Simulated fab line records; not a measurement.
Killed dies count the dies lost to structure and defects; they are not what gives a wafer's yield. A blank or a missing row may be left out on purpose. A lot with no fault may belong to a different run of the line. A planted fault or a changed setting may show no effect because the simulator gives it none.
Chamber matching || flow n5-finfet || N5_BEOL_M3_STRIP_66 on rie-diel-04 has 4 sister chambers
The step strips in CF4. 4 wafers are shown with their chamber, then 7 later ones without.

WAFERS PAIRED WITH THEIR CHAMBERS
{"wafer": "L075.5", "chamber": 2, "drypump-motor-current-A (A)": 4.7}
{"wafer": "L082.2", "chamber": 1, "drypump-motor-current-A (A)": 5.7}
{"wafer": "L089.2", "chamber": 0, "drypump-motor-current-A (A)": 5.3}
{"wafer": "L089.3", "chamber": 3, "drypump-motor-current-A (A)": 6.4}

WAFERS MISSING THEIR CHAMBER
{"wafer": "L089.6", "drypump-motor-current-A (A)": 4.7}
{"wafer": "L094.2", "drypump-motor-current-A (A)": 6.4}
{"wafer": "L094.3", "drypump-motor-current-A (A)": 5.3}
{"wafer": "L094.5", "drypump-motor-current-A (A)": 4.7}
{"wafer": "L096.1", "drypump-motor-current-A (A)": 5.3}
{"wafer": "L096.3", "drypump-motor-current-A (A)": 5.6}
{"wafer": "L096.5", "drypump-motor-current-A (A)": 5.6}

WHICH CHAMBER EACH WENT THROUGH
{"wafer": "L089.6", "from the rows above": 2, "in truth": 2}
{"wafer": "L094.2", "from the rows above": 3, "in truth": 3}
{"wafer": "L094.3", "from the rows above": 0, "in truth": 0}
{"wafer": "L094.5", "from the rows above": 2, "in truth": 2}
{"wafer": "L096.1", "from the rows above": 0, "in truth": 0}
{"wafer": "L096.3", "from the rows above": 1, "in truth": 1}
{"wafer": "L096.5", "from the rows above": 1, "in truth": 1}
Placed correctly: 7 of 7. Left unplaced by these rows: 0. 0 placed wrongly.
How it was worked out, from the rows above alone: a wafer's distance from a chamber is the root of the sum, over the readings, of the square of ((its reading less the chamber's mean) divided by the reading's scatter). The wafer belongs to the nearest chamber; if the next one is less than 2 further off, it can't be placed. Each chamber's mean is taken over the wafers shown for it. The scatter: with one shown wafer a chamber, the root of the mean of the squares of how far each hidden wafer lies from its nearest shown one.
